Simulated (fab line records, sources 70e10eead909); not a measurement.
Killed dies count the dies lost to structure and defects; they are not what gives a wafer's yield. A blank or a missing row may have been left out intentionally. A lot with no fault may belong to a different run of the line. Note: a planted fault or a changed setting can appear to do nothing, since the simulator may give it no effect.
fab line records	flow nand-harc
record lots=12	wafers=36	last-day=34
route steps=1302 shown A_STAIRCASE@706 END@1302
lots untouched by any fault: they come from a run of this same line in which no faults occurred
start-h: the number of hours between the record's first day and the start of the first shown wafer of the lot	wait-h: hours since the lot's step before	" as in the row above	L1.1+2: a row that stands for several wafers	- no value, or no start was given	* or withheld: withheld	< > ~ a bound
route shown NAME@n: a module of which the file shows steps, and the number in the route of the first	usual: mean and standard deviation over wafers with no fault	same: alike in all rows	chamber/n: place in a boat	sites: per-site readings	_std_site: the values' standard deviation	_edge_site: outer sites' mean less inner sites'	radius-mm: for every site, how far away it sits from the centre of the wafer	mask NAME#n: copy n	behind: the last tool/chamber to shape the wafer	hold: cause of the lot's hold/its duration in hours/its outcome	device: the n, p or np transistor that did not switch	end of line: tests of these same wafers at the route's end	a step without rows: its recipe alone	killed: not the wafer's yield, but the dies lost to structure and defects at the first sort	map: a wafer's dies, x killed, . not, _ none there
set.NAME: the setting the step ran with; set.NAME@STEP: the setting that earlier step ran with	model.NAME: the simulator's own value behind a step, which no gauge read
a sample of lots followed through the steps of the route, with each step as a table and each wafer as a row
services: when a tool's chamber went out of use (start-h, in hours from the record's first day, below 0 if earlier), for how many hours, and the reason
## steps
# step NHARC_A_STAIRCASE_ETCH_192
# recipe target-depth-a=1000	time-s=40.5	ion-energy-ev=400	c4f8-flow-sccm=20	o2-flow-sccm=10	ar-flow-sccm=withheld	rf-w=600	bias-w=1000	chemistry=C4F8/O2
# usual oes-product-au=0.944/0.012	rf-vpp-V=893/4.6
lot.wafer	tool	chamber	start-h	wait-h	oes-product-au	rf-hours-counter-h	rf-vpp-V
L934.3	rie-diel-05	0	-	-	0.935	39	890
L934.4	"	2	"	"	0.951	46	889
L934.6	"	0	"	"	0.941	-	888
L940.1	rie-diel-01	1	-	-	0.945	7	896
L940.4	"	3	"	"	0.940	-	894
L940.5	"	0	"	"	0.933	-	889
L938.4	rie-diel-05	2	-	-	0.943	3	888
L938.2	"	0	"	"	0.961	3	890
L938.5	"	1	"	"	0.952	-	899
L941.2	rie-diel-01	1	-	-	0.935	13	895
L941.1	"	2	"	"	0.939	12	892
L941.6	"	3	"	"	0.960	-	894
L942.2	rie-diel-01	1	-	-	0.939	13	897
L942.5	"	1	"	"	0.944	-	895
L942.6	"	2	"	"	0.942	-	894
L943.2	rie-diel-05	2	-	-	0.946	16	888
L943.4	"	3	"	"	0.936	17	899
L943.6	"	2	"	"	0.948	-	889
L945.3	rie-diel-01	2	-	-	0.947	18	895
L945.2	"	3	"	"	0.955	20	894
L945.5	"	2	"	"	0.946	-	894
L948.1	rie-diel-05	3	-	-	0.935	31	899
L948.6	"	2	"	"	0.973	-	886
L948.5	"	3	"	"	0.942	-	899
L950.1	rie-diel-05	1	-	-	0.939	37	899
L950.4	"	0	"	"	0.959	41	889
L950.5	"	2	"	"	0.944	-	886
L951.3	rie-diel-01	3	-	-	0.945	38	895
L951.1	"	0	"	"	0.947	47	888
L951.5	"	0	"	"	0.939	-	888
L955.2	rie-diel-05	0	-	-	0.945	55	889
L955.3	"	2	"	"	0.938	62	886
L955.5	"	0	"	"	0.942	-	886
L956.3	rie-diel-01	0	-	-	0.927	9	885
L956.2	"	3	"	"	0.940	9	893
L956.4	"	2	"	"	0.919	-	893
# step NHARC_A_STAIRCASE_TRIM_196
# recipe time-s=211.2	o2-flow-sccm=500	ar-flow-sccm=0	bias-w=0	chemistry=O2
# usual drypump-motor-current-A=5.8/0.54	oes-product-au=0.998/0.012	rf-vpp-V=57.6/0.95	showerhead-plenum-p-Torr=3.49/0.14	throttle-valve-pct=17.036/0.0097
lot.wafer	tool	chamber	start-h	wait-h	drypump-motor-current-A	oes-product-au	rf-hours-counter-h	rf-vpp-V	showerhead-plenum-p-Torr	throttle-valve-pct
L934.4	rie-diel-01	1	357.75	0.1	6.1	0.986	47	57.2	3.51	17.040
L934.3	"	3	"	"	6.3	1.007	43	56.3	3.49	17.043
L934.6	"	0	"	"	6.7	0.997	-	57.6	3.33	17.048
L940.1	rie-diel-05	2	420.48	0.1	5.8	0.982	1	56.5	3.30	17.034
L940.4	"	3	"	"	5.2	0.975	1	57.1	3.62	17.042
L940.5	"	1	"	"	4.9	0.989	-	57.7	3.61	17.035
L938.2	rie-diel-05	3	426.85	0.1	5.2	0.990	3	55.9	3.61	17.033
L938.4	"	2	"	"	5.7	0.990	3	56.2	3.30	17.029
L938.5	"	3	"	"	5.2	0.984	-	58.3	3.61	17.026
L941.2	rie-diel-04	3	453.52	0.1	6.6	0.971	32	56.8	3.79	17.038
L941.1	"	0	"	"	5.5	0.997	34	57.1	3.45	17.031
L941.6	"	3	"	"	6.6	0.964	-	59.1	3.79	17.034
L942.2	rie-diel-01	1	453.72	0.1	6.1	1.010	13	58.1	3.50	17.028
L942.5	"	1	"	"	6.1	1.000	-	57.5	3.50	17.046
L942.6	"	2	"	"	6.2	0.994	-	57.8	3.47	17.033
L943.2	rie-diel-05	0	463.59	0.1	6.0	1.014	18	57.7	3.34	17.030
L943.4	"	1	"	"	5.0	0.992	17	58.8	3.60	17.047
L943.6	"	3	"	"	5.2	0.995	-	58.2	3.61	17.032
L945.2	rie-diel-04	0	473.36	0.1	5.5	0.994	41	56.5	3.45	17.051
L945.3	"	3	"	"	6.6	0.974	39	58.6	3.79	17.025
L945.5	"	0	"	"	5.5	0.978	-	58.1	3.45	17.052
L948.1	rie-diel-05	1	499.04	0.1	4.9	0.995	28	58.4	3.59	17.057
L948.5	"	3	"	"	5.2	0.985	-	58.7	3.60	17.042
L948.6	"	0	"	"	6.0	1.012	-	59.0	3.33	17.033
L950.4	rie-diel-04	3	526.46	0.1	6.6	0.979	53	57.4	3.78	17.035
L950.1	"	0	"	"	5.5	1.001	55	56.6	3.44	17.045
L950.5	"	3	"	"	6.6	0.982	-	59.3	3.78	17.030
L951.3	rie-diel-04	2	548.97	0.1	5.2	1.013	1	56.8	3.56	17.037
L951.1	"	0	"	"	5.4	1.000	1	56.5	3.44	17.035
L951.5	"	2	"	"	5.2	1.014	-	57.8	3.56	17.033
L955.2	rie-diel-05	0	582.97	0.1	6.0	0.998	56	57.7	3.32	17.047
L955.3	"	2	"	"	5.8	0.998	62	56.3	3.27	17.023
L955.5	"	0	"	"	6.0	0.994	-	54.5	3.32	17.039
L956.3	rie-diel-01	3	593.17	0.1	6.4	1.009	10	58.2	3.46	17.040
L956.2	"	0	"	"	6.7	0.999	9	56.5	3.30	17.049
L956.4	"	3	"	"	6.4	1.011	-	58.1	3.46	17.052
# step NHARC_A_STAIRCASE_TRIM_198
# recipe time-s=211.2	o2-flow-sccm=500	ar-flow-sccm=0	bias-w=0	chemistry=O2
# usual drypump-motor-current-A=5.8/0.54	oes-product-au=0.998/0.012	rf-vpp-V=57.6/0.88	showerhead-plenum-p-Torr=3.50/0.14	throttle-valve-pct=17.037/0.009
lot.wafer	tool	chamber	start-h	wait-h	drypump-motor-current-A	oes-product-au	rf-hours-counter-h	rf-vpp-V	showerhead-plenum-p-Torr	throttle-valve-pct
L934.3	rie-diel-01	3	358.01	-	6.3	0.995	43	56.7	3.49	17.044
L934.4	"	0	"	"	6.7	0.997	43	57.7	3.33	17.031
L934.6	"	3	"	"	6.3	1.008	-	58.5	3.49	17.053
L940.4	rie-diel-05	2	420.70	-	5.8	0.998	1	56.1	3.30	17.039
L940.1	"	1	"	"	4.9	0.976	1	57.0	3.61	17.033
L940.5	"	3	"	"	5.2	0.992	-	56.8	3.62	17.027
L938.4	rie-diel-05	0	427.12	-	6.0	1.002	3	55.9	3.35	17.035
L938.2	"	3	"	"	5.3	0.978	3	59.8	3.61	17.051
L938.5	"	0	"	"	6.0	1.003	-	56.9	3.35	17.029
L941.1	rie-diel-04	2	453.80	-	5.3	1.006	31	57.2	3.57	17.038
L941.2	"	1	"	"	5.6	0.998	33	57.4	3.43	17.025
L941.6	"	3	"	"	6.6	0.979	-	58.2	3.79	17.040
L942.2	rie-diel-01	3	454.03	-	6.4	1.016	15	57.2	3.48	17.031
L942.5	"	1	"	"	6.1	1.004	-	58.3	3.50	17.035
L942.6	"	2	"	"	6.2	1.004	-	56.6	3.47	17.025
L943.4	rie-diel-05	1	463.82	-	4.9	0.992	17	58.4	3.60	17.045
L943.2	"	3	"	"	5.2	0.990	17	56.4	3.61	17.048
L943.6	"	1	"	"	4.9	1.001	-	57.3	3.60	17.052
L945.3	rie-diel-04	0	473.75	-	5.5	0.983	41	56.3	3.45	17.033
L945.2	"	2	"	"	5.3	0.982	37	57.7	3.57	17.038
L945.5	"	0	"	"	5.5	0.986	-	58.1	3.45	17.027
L948.1	rie-diel-05	3	499.30	-	5.3	0.992	31	58.3	3.60	17.046
L948.6	"	1	"	"	4.9	0.988	-	57.6	3.59	17.044
L948.5	"	2	"	"	5.7	1.012	-	57.3	3.28	17.025
L950.4	rie-diel-04	2	526.75	-	5.2	1.005	49	58.2	3.56	17.029
L950.1	"	0	"	"	5.5	1.165	55	56.0	3.44	17.034
L950.5	"	2	"	"	5.2	1.006	-	58.5	3.56	17.049
L951.3	rie-diel-04	3	549.22	-	6.6	0.990	1	57.9	3.77	17.029
L951.1	"	2	"	"	5.3	1.006	1	57.7	3.56	17.044
L951.5	"	0	"	"	5.5	1.187	-	58.6	3.44	17.034
L955.2	rie-diel-05	0	583.22	-	6.0	0.996	56	58.0	3.32	17.038
L955.3	"	2	"	"	5.7	0.993	62	56.9	3.27	17.055
L955.5	"	1	"	"	4.9	0.990	-	58.1	3.57	17.057
L956.3	rie-diel-01	3	593.51	-	6.3	1.005	10	56.6	3.46	17.046
L956.2	"	0	"	"	6.7	0.987	10	58.1	3.30	17.051
L956.4	"	0	"	"	6.7	0.990	-	58.7	3.30	17.041
# step NHARC_A_STAIRCASE_STRIP_205
# recipe power-w=1500	temp-c=250	chemistry=O2
# usual drypump-motor-current-A=5.3/0.52	heater-power-w=343/15
lot.wafer	tool	chamber	start-h	wait-h	drypump-motor-current-A	heater-power-w	rf-hours-counter-h
L934.4	plasma-asher-01	1	358.88	0.2	6.1	366	-
L934.3	"	0	"	"	5.7	332	-
L934.6	"	1	"	"	6.1	373	-
L940.1	plasma-asher-01	0	421.56	0.1	5.7	333	13
L940.4	"	0	"	"	5.7	331	-
L940.5	"	1	"	"	6.2	366	-
L938.2	plasma-asher-01	0	427.91	0.1	5.7	330	14
L938.4	"	0	"	"	5.7	328	-
L938.5	"	1	"	"	6.2	376	-
L941.2	plasma-asher-01	0	454.59	0.1	5.7	331	20
L941.1	"	1	"	"	6.2	373	20
L941.6	"	1	"	"	6.1	365	-
L942.2	plasma-asher-02	0	454.85	0.1	4.7	325	4
L942.5	"	1	"	"	5.2	337	-
L942.6	"	0	"	"	4.8	331	-
L943.2	plasma-asher-01	0	464.77	0.1	5.7	336	22
L943.4	"	0	"	"	5.7	333	-
L943.6	"	0	"	"	5.7	335	-
L945.2	plasma-asher-01	1	475.10	0.1	6.2	380	25
L945.3	"	1	"	"	6.2	371	-
L945.5	"	1	"	"	6.2	367	-
L948.1	plasma-asher-02	1	500.16	0.1	5.2	334	13
L948.5	"	0	"	"	4.8	329	-
L948.6	"	1	"	"	5.2	339	-
L950.1	plasma-asher-02	0	527.58	0.1	4.7	340	21
L950.4	"	0	"	"	4.8	323	-
L950.5	"	1	"	"	5.2	340	-
L951.1	plasma-asher-02	0	550.07	0.1	4.8	340	24
L951.3	"	0	"	"	4.8	325	-
L951.5	"	1	"	"	5.2	343	-
L955.2	plasma-asher-02	1	584.06	0.1	5.2	336	31
L955.3	"	1	"	"	5.2	336	-
L955.5	"	0	"	"	4.8	329	-
L956.2	plasma-asher-02	1	594.63	0.1	5.2	343	33
L956.3	"	0	"	"	4.8	331	-
L956.4	"	1	"	"	5.2	334	-
# step NHARC_END_SORT_01
# recipe temp-c=25
# usual killed-at-array=62/22	killed-at-other=1.0/1.4	killed-at-periphery=4.2/2.8	killed-dies=67/23	killed-open=3.1/1.7	killed-short=2.1/1.5
# same gross-dies=677
lot.wafer	tool	chamber	start-h	wait-h	hold	killed-at-array	killed-at-other	killed-at-periphery	killed-dies	killed-open	killed-short
L934.3	prober-02	0	589.44	3.1	-	74	2	5	81	2	0
L934.4	prober-02	0	590.24	3.4	-	84	0	5	89	6	6
L934.6	prober-02	0	591.83	4.0	-	72	1	3	76	4	3
L940.1	prober-02	0	620.66	2.5	-	94	2	7	103	2	6
L940.4	prober-02	0	623.07	3.4	-	95	0	8	103	3	4
L940.5	prober-02	0	623.87	3.7	-	84	0	4	88	5	1
L938.2	prober-01	0	630.54	2.8	-	106	0	3	109	3	1
L938.4	prober-01	0	632.14	3.4	-	97	0	7	104	4	1
L938.5	prober-01	0	632.94	3.7	-	83	1	2	86	3	1
L941.1	prober-02	0	653.89	2.5	-	80	0	4	84	6	5
L941.2	prober-02	0	654.69	2.8	-	80	0	2	82	1	3
L941.6	prober-02	0	657.88	4.0	-	81	3	2	86	3	1
L942.2	prober-01	0	654.69	2.8	-	35	2	1	38	0	0
L942.5	prober-01	0	657.10	3.7	-	38	3	3	44	0	1
L942.6	prober-01	0	657.91	4.0	-	42	4	1	47	2	1
L943.2	prober-02	0	662.44	2.8	-	77	1	4	82	4	5
L943.4	prober-02	0	664.05	3.4	-	72	0	6	78	4	5
L943.6	prober-02	0	665.66	4.0	-	58	1	4	63	2	1
L945.2	prober-02	0	676.06	2.8	-	38	0	0	38	0	2
L945.3	prober-02	0	676.87	3.1	-	36	1	1	38	4	3
L945.5	prober-02	0	678.48	3.7	-	42	0	2	44	3	2
L948.1	prober-01	0	714.24	2.5	-	78	1	0	79	0	3
L948.5	prober-01	0	717.43	3.7	-	79	0	3	82	3	2
L948.6	prober-01	0	718.22	4.0	-	82	2	1	85	4	2
L950.1	prober-01	0	731.63	2.5	await-dispo/2.7h/release	393	0	2	395	3	2
L950.4	prober-01	0	734.02	3.4	await-dispo/2.7h/release	32	0	1	33	5	0
L950.5	prober-01	0	734.81	3.7	await-dispo/2.7h/release	34	0	1	35	4	2
L951.1	prober-01	0	748.60	2.5	await-dispo/0.9h/release	119	0	9	128	3	2
L951.3	prober-01	0	750.19	3.1	await-dispo/0.9h/release	85	0	7	92	0	1
L951.5	prober-01	0	751.77	3.7	await-dispo/0.9h/release	457	0	9	466	2	2
L955.2	prober-01	0	787.66	2.8	-	24	0	2	26	2	1
L955.3	prober-01	0	788.45	3.1	-	27	1	1	29	3	3
L955.5	prober-01	0	790.04	3.7	-	32	1	4	37	2	6
L956.2	prober-02	0	824.85	2.8	-	107	0	2	109	5	2
L956.3	prober-02	0	825.65	3.1	-	77	0	2	79	5	1
L956.4	prober-02	0	826.45	3.4	-	68	1	0	69	3	2
# killed by level:class
L934.3 A_CHANNEL_HOLE_D1:chamber-film-flake=28 A_SLIT:chamber-film-flake=27 A_CHANNEL_HOLE_D2:chamber-film-flake=8 A_STAIRCASE:chamber-film-flake=5 A_CONTACT:chamber-film-flake=4 P_STI:chamber-film-flake=3 THIN_TSV:chamber-film-flake=2 P_M0:geometric-particle:open=1
L934.4 A_CHANNEL_HOLE_D1:chamber-film-flake=34 A_SLIT:chamber-film-flake=26 A_CHANNEL_HOLE_D2:chamber-film-flake=11 A_STAIRCASE:chamber-film-flake=2 A_CONTACT:chamber-film-flake=2 P_GATE:geometric-particle:short=1 P_M0:geometric-particle:short=1 P_M1:geometric-particle:open=1
L934.6 A_CHANNEL_HOLE_D1:chamber-film-flake=27 A_SLIT:chamber-film-flake=21 A_CHANNEL_HOLE_D2:chamber-film-flake=7 A_CONTACT:chamber-film-flake=5 A_STAIRCASE:chamber-film-flake=4 A_ONON_D1:geometric-particle:short=2 A_WL_FILL:chamber-film-flake=2 P_CONTACT:geometric-particle:open=1
L940.1 A_CHANNEL_HOLE_D1:chamber-film-flake=30 A_CHANNEL_HOLE_D2:chamber-film-flake=30 A_SLIT:chamber-film-flake=24 A_CONTACT:chamber-film-flake=3 P_GATE:chamber-film-flake=2 P_M0:chamber-film-flake=2 P_CONTACT:geometric-particle:open=1 P_M0:geometric-particle:short=1
L940.4 A_CHANNEL_HOLE_D1:chamber-film-flake=31 A_SLIT:chamber-film-flake=27 A_CHANNEL_HOLE_D2:chamber-film-flake=26 P_M0:chamber-film-flake=4 A_CONTACT:chamber-film-flake=3 A_CHANNEL_FILL_D2:geometric-particle:short=2 P_ZERO_WELL:chamber-film-flake=2 A_STAIRCASE:chamber-film-flake=2
L940.5 A_SLIT:chamber-film-flake=31 A_CHANNEL_HOLE_D1:chamber-film-flake=22 A_CHANNEL_HOLE_D2:chamber-film-flake=21 P_M0:chamber-film-flake=3 A_CONTACT:chamber-film-flake=3 A_CHANNEL_HOLE_D1:geometric-particle:open=1 A_DECK1_JOINT:geometric-particle:open=1 A_CHANNEL_FILL_D2:geometric-particle:open=1
L938.2 A_CHANNEL_HOLE_D2:chamber-film-flake=32 A_SLIT:chamber-film-flake=32 A_CHANNEL_HOLE_D1:chamber-film-flake=30 A_CONTACT:chamber-film-flake=7 P_M1:chamber-film-flake=2 A_CHANNEL_HOLE_D1:geometric-particle:open=1 A_ONON_D2:geometric-particle:short=1 A_SGD_CUT:geometric-particle:open=1
L938.4 A_CHANNEL_HOLE_D1:chamber-film-flake=31 A_SLIT:chamber-film-flake=30 A_CHANNEL_HOLE_D2:chamber-film-flake=26 A_CONTACT:chamber-film-flake=5 P_GATE:chamber-film-flake=3 P_STI:geometric-particle:short=1 P_M0:geometric-particle:open=1 A_CHANNEL_FILL_D1:geometric-particle:open=1
L938.5 A_SLIT:chamber-film-flake=27 A_CHANNEL_HOLE_D2:chamber-film-flake=26 A_CHANNEL_HOLE_D1:chamber-film-flake=18 A_CONTACT:chamber-film-flake=6 A_DECK1_JOINT:chamber-film-flake=2 P_CONTACT:geometric-particle:open=1 A_DECK1_JOINT:geometric-particle:open=1 A_M0:geometric-particle:open=1
L941.1 A_CHANNEL_HOLE_D1:chamber-film-flake=32 A_SLIT:chamber-film-flake=28 A_CHANNEL_HOLE_D2:chamber-film-flake=6 A_CONTACT:chamber-film-flake=3 A_WL_FILL:geometric-particle:open=2 P_GATE:geometric-particle:open=1 P_CONTACT:geometric-particle:open=1 P_M0:geometric-particle:short=1
L942.2 A_CHANNEL_HOLE_D2:chamber-film-flake=20 A_CHANNEL_HOLE_D1:chamber-film-flake=5 A_SGD_CUT:chamber-film-flake=4 A_SLIT:chamber-film-flake=2 A_WL_FILL:chamber-film-flake=2 THIN_TSV:chamber-film-flake=2 P_STI:chamber-film-flake=1 A_CHANNEL_FILL_D1:chamber-film-flake=1
L941.2 A_CHANNEL_HOLE_D1:chamber-film-flake=33 A_SLIT:chamber-film-flake=23 A_CHANNEL_HOLE_D2:chamber-film-flake=12 A_CONTACT:chamber-film-flake=3 P_ZERO_WELL:chamber-film-flake=2 A_WL_FILL:chamber-film-flake=2 A_CHANNEL_FILL_D1:geometric-particle:short=1 A_DECK1_JOINT:geometric-particle:short=1
L942.5 A_CHANNEL_HOLE_D2:chamber-film-flake=17 A_SGD_CUT:chamber-film-flake=11 A_CONTACT:chamber-film-flake=5 A_CHANNEL_HOLE_D1:chamber-film-flake=4 THIN_TSV:chamber-film-flake=3 P_M0:geometric-particle:short=1 P_ZERO_WELL:chamber-film-flake=1 P_STI:chamber-film-flake=1
L941.6 A_SLIT:chamber-film-flake=32 A_CHANNEL_HOLE_D1:chamber-film-flake=31 A_CHANNEL_HOLE_D2:chamber-film-flake=12 A_CONTACT:chamber-film-flake=3 THIN_TSV:chamber-film-flake=2 P_CONTACT:geometric-particle:open=1 A_DECK1_JOINT:geometric-particle:open=1 A_CHANNEL_HOLE_D2:geometric-particle:short=1
L942.6 A_CHANNEL_HOLE_D2:chamber-film-flake=23 A_CONTACT:chamber-film-flake=5 A_CHANNEL_HOLE_D1:chamber-film-flake=4 A_SGD_CUT:chamber-film-flake=4 THIN_TSV:chamber-film-flake=4 A_SLIT:chamber-film-flake=2 P_CONTACT:geometric-particle:open=1 A_DECK1_JOINT:geometric-particle:short=1
L943.2 A_CHANNEL_HOLE_D1:chamber-film-flake=35 A_CHANNEL_HOLE_D2:chamber-film-flake=21 A_CONTACT:chamber-film-flake=4 P_M2:chamber-film-flake=3 A_SLIT:chamber-film-flake=3 A_CHANNEL_FILL_D1:geometric-particle:short=2 A_M0:geometric-particle:open=2 A_DECK1_JOINT:chamber-film-flake=2
L943.4 A_CHANNEL_HOLE_D1:chamber-film-flake=34 A_CHANNEL_HOLE_D2:chamber-film-flake=22 A_CONTACT:chamber-film-flake=4 A_DECK1_JOINT:chamber-film-flake=3 A_ONON_D1:geometric-particle:short=2 A_WL_FILL:geometric-particle:short=2 P_STI:chamber-film-flake=2 P_M2:chamber-film-flake=2
L943.6 A_CHANNEL_HOLE_D1:chamber-film-flake=27 A_CHANNEL_HOLE_D2:chamber-film-flake=19 A_CONTACT:chamber-film-flake=7 P_M2:chamber-film-flake=3 A_DECK1_JOINT:chamber-film-flake=2 P_STI:geometric-particle:short=1 A_CHANNEL_FILL_D2:geometric-particle:open=1 A_WL_FILL:geometric-particle:open=1
L945.2 A_CHANNEL_HOLE_D2:chamber-film-flake=16 A_CHANNEL_HOLE_D1:chamber-film-flake=8 A_CONTACT:chamber-film-flake=4 A_SLIT:chamber-film-flake=3 A_DECK1_JOINT:chamber-film-flake=2 A_STAIRCASE:chamber-film-flake=2 A_SOURCE_PLATE:geometric-particle:short=1 A_SGD_CUT:geometric-particle:short=1
L945.3 A_CHANNEL_HOLE_D2:chamber-film-flake=19 A_CHANNEL_HOLE_D1:chamber-film-flake=7 P_M0:geometric-particle:open=1 A_ONON_D1:geometric-particle:short=1 A_ONON_D1:geometric-particle:open=1 A_CHANNEL_FILL_D1:geometric-particle:short=1 A_CHANNEL_FILL_D1:geometric-particle:open=1 A_DECK1_JOINT:geometric-particle:short=1
L945.5 A_CHANNEL_HOLE_D2:chamber-film-flake=20 A_CHANNEL_HOLE_D1:chamber-film-flake=10 A_DECK1_JOINT:chamber-film-flake=2 A_SLIT:chamber-film-flake=2 A_CONTACT:chamber-film-flake=2 A_M1:chamber-film-flake=2 P_CONTACT:geometric-particle:open=1 P_M0:geometric-particle:open=1
L948.1 A_SLIT:chamber-film-flake=39 A_CHANNEL_HOLE_D1:chamber-film-flake=28 A_STAIRCASE:chamber-film-flake=4 A_CONTACT:chamber-film-flake=4 A_ONON_D1:geometric-particle:short=1 A_CHANNEL_FILL_D1:geometric-particle:short=1 A_ONON_D2:geometric-particle:short=1 THIN_TSV:chamber-film-flake=1
L948.5 A_SLIT:chamber-film-flake=35 A_CHANNEL_HOLE_D1:chamber-film-flake=31 A_CONTACT:chamber-film-flake=6 A_ONON_D1:geometric-particle:open=2 P_BONDPAD:chamber-film-flake=2 A_SGD_CUT:chamber-film-flake=2 P_CONTACT:geometric-particle:open=1 A_CHANNEL_FILL_D1:geometric-particle:short=1
L948.6 A_SLIT:chamber-film-flake=34 A_CHANNEL_HOLE_D1:chamber-film-flake=32 A_STAIRCASE:chamber-film-flake=4 A_CONTACT:chamber-film-flake=4 A_ONON_D2:geometric-particle:open=2 A_WL_FILL:chamber-film-flake=2 A_CHANNEL_FILL_D2:geometric-particle:short=1 A_WL_FILL:geometric-particle:open=1
L950.1 A_STAIRCASE:area-trim=360 A_CHANNEL_HOLE_D1:chamber-film-flake=12 A_SLIT:chamber-film-flake=5 A_CONTACT:chamber-film-flake=3 P_ZERO_WELL:chamber-film-flake=2 A_DECK1_JOINT:chamber-film-flake=2 A_CHANNEL_FILL_D2:chamber-film-flake=2 A_STAIRCASE:chamber-film-flake=2
L950.4 A_CHANNEL_HOLE_D1:chamber-film-flake=12 A_SLIT:chamber-film-flake=6 A_STAIRCASE:chamber-film-flake=3 A_CONTACT:chamber-film-flake=3 A_M0:geometric-particle:open=2 A_CHANNEL_HOLE_D1:geometric-particle:open=1 A_SLIT:geometric-particle:open=1 A_CONTACT:geometric-particle:open=1
L950.5 A_CHANNEL_HOLE_D1:chamber-film-flake=12 A_SLIT:chamber-film-flake=5 A_ZERO_WELL:chamber-film-flake=2 A_CHANNEL_FILL_D1:chamber-film-flake=2 A_DECK1_JOINT:chamber-film-flake=2 A_STAIRCASE:chamber-film-flake=2 A_CONTACT:chamber-film-flake=2 A_SOURCE_PLATE:geometric-particle:open=1
L951.1 A_SLIT:chamber-film-flake=37 A_CHANNEL_HOLE_D1:chamber-film-flake=30 A_CHANNEL_HOLE_D2:chamber-film-flake=26 A_STAIRCASE:chamber-film-flake=10 A_CONTACT:chamber-film-flake=6 P_STI:chamber-film-flake=5 A_WL_FILL:chamber-film-flake=5 P_M2:chamber-film-flake=2
L951.3 A_CHANNEL_HOLE_D1:chamber-film-flake=26 A_SLIT:chamber-film-flake=26 A_CHANNEL_HOLE_D2:chamber-film-flake=13 A_CONTACT:chamber-film-flake=10 A_STAIRCASE:chamber-film-flake=8 P_STI:chamber-film-flake=4 A_CONTACT:geometric-particle:short=1 P_ZERO_WELL:chamber-film-flake=1
L951.5 A_STAIRCASE:area-trim=363 A_CHANNEL_HOLE_D1:chamber-film-flake=33 A_SLIT:chamber-film-flake=26 A_CHANNEL_HOLE_D2:chamber-film-flake=22 A_CONTACT:chamber-film-flake=5 P_M2:chamber-film-flake=4 A_STAIRCASE:chamber-film-flake=4 P_STI:chamber-film-flake=2
L955.2 A_SLIT:chamber-film-flake=7 A_CONTACT:chamber-film-flake=7 A_SGD_CUT:chamber-film-flake=4 A_STAIRCASE:chamber-film-flake=2 P_STI:geometric-particle:open=1 A_CHANNEL_FILL_D2:geometric-particle:open=1 A_WL_FILL:geometric-particle:short=1 P_ZERO_WELL:chamber-film-flake=1
L955.3 A_CONTACT:chamber-film-flake=7 A_SLIT:chamber-film-flake=6 A_SGD_CUT:chamber-film-flake=5 A_CHANNEL_HOLE_D1:chamber-film-flake=2 P_M1:geometric-particle:open=1 A_CHANNEL_FILL_D1:geometric-particle:short=1 A_DECK1_JOINT:geometric-particle:short=1 A_CHANNEL_HOLE_D2:geometric-particle:short=1
L955.5 A_CONTACT:chamber-film-flake=9 A_SLIT:chamber-film-flake=8 A_SGD_CUT:chamber-film-flake=6 A_ONON_D2:geometric-particle:short=3 A_WL_FILL:geometric-particle:short=3 P_STI:chamber-film-flake=2 A_CHANNEL_FILL_D2:chamber-film-flake=2 P_M0:geometric-particle:open=1
L956.2 A_CHANNEL_HOLE_D2:chamber-film-flake=40 A_SLIT:chamber-film-flake=27 A_CHANNEL_HOLE_D1:chamber-film-flake=17 A_CONTACT:chamber-film-flake=7 A_STAIRCASE:chamber-film-flake=3 A_M0:chamber-film-flake=3 A_M0:geometric-particle:open=2 A_WL_FILL:chamber-film-flake=2
L956.3 A_CHANNEL_HOLE_D2:chamber-film-flake=28 A_SLIT:chamber-film-flake=23 A_CHANNEL_HOLE_D1:chamber-film-flake=9 A_CONTACT:chamber-film-flake=5 A_STAIRCASE:chamber-film-flake=4 P_GATE:chamber-film-flake=2 A_ONON_D1:geometric-particle:open=1 A_ONON_D2:geometric-particle:open=1
L956.4 A_SLIT:chamber-film-flake=18 A_CHANNEL_HOLE_D2:chamber-film-flake=16 A_CHANNEL_HOLE_D1:chamber-film-flake=15 A_CONTACT:chamber-film-flake=7 A_CHANNEL_FILL_D2:chamber-film-flake=3 A_STAIRCASE:chamber-film-flake=3 A_WL_FILL:geometric-particle:open=2 A_ONON_D1:geometric-particle:open=1
## services
tool	chamber	start-h	hours	kind
rie-diel-05	0	338.74	-	clean
rie-diel-05	1	338.74	-	clean
rie-diel-05	2	338.74	-	clean
rie-diel-05	3	338.74	-	clean
plasma-asher-01	-	342.73	9.0	pm
rie-diel-04	-	356.38	9.0	pm
rie-diel-05	0	363.36	-	clean
rie-diel-05	1	363.36	-	clean
rie-diel-01	-	382.01	9.0	pm
plasma-asher-01	-	382.05	1.6	repair
rie-diel-05	1	404.34	10.2	repair
rie-diel-05	-	407.70	9.0	pm
rie-diel-01	2	418.37	5.0	repair
plasma-asher-02	-	426.08	9.0	pm
rie-diel-01	3	432.83	5.4	repair
rie-diel-01	3	518.23	14.8	repair
plasma-asher-01	-	519.73	9.0	pm
rie-diel-04	-	533.38	9.0	pm
rie-diel-01	1	541.13	11.0	repair
rie-diel-05	0	541.14	4.4	repair
rie-diel-01	-	559.01	9.0	pm
rie-diel-05	0	571.25	7.7	repair
rie-diel-05	-	584.74	9.0	pm
rie-diel-04	2	591.69	4.0	repair
## key
first-sign step=NHARC_A_STAIRCASE_TRIM_198	reading=oes-product-au	direction=up	sigmas=14	usual=0.998	struck=1.176
effect step=NHARC_END_SORT_01	reading=killed-at-array	direction=up	sigmas=16	usual=62	struck=425
more-kills-born-at NHARC_A_STAIRCASE_TRIM_198@rie-diel-04=723
met-at NHARC_A_STAIRCASE_TRIM_198
struck-lots L950,L951
struck-wafers L950.1,L951.5
later-rows-left-out L950.1,L951.5
tester-left-out L950,L951
not-acting-at NHARC_A_STAIRCASE_ETCH_192,NHARC_A_STAIRCASE_TRIM_196,NHARC_A_STAIRCASE_STRIP_205
onset-between 473.75 526.75
fault kind=process-parameter-drift	tool=rie-diel-04	chamber=0	onset-h=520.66	steps=NHARC_A_STAIRCASE_TRIM_198	channel=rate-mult	offset=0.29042	shape=step	end-h=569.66
# tester-left-out: of these lots the tester's yield and bins aren't shown, on N5 and GAA mostly nor the transistor test; their killed dies are dies lost to structure and defects alone, not to doping, threshold or leakage, so they don't give the yield
# later-rows-left-out: the simulator's readings of these wafers behind a module that went badly wrong aren't trusted and aren't shown, but for the sort
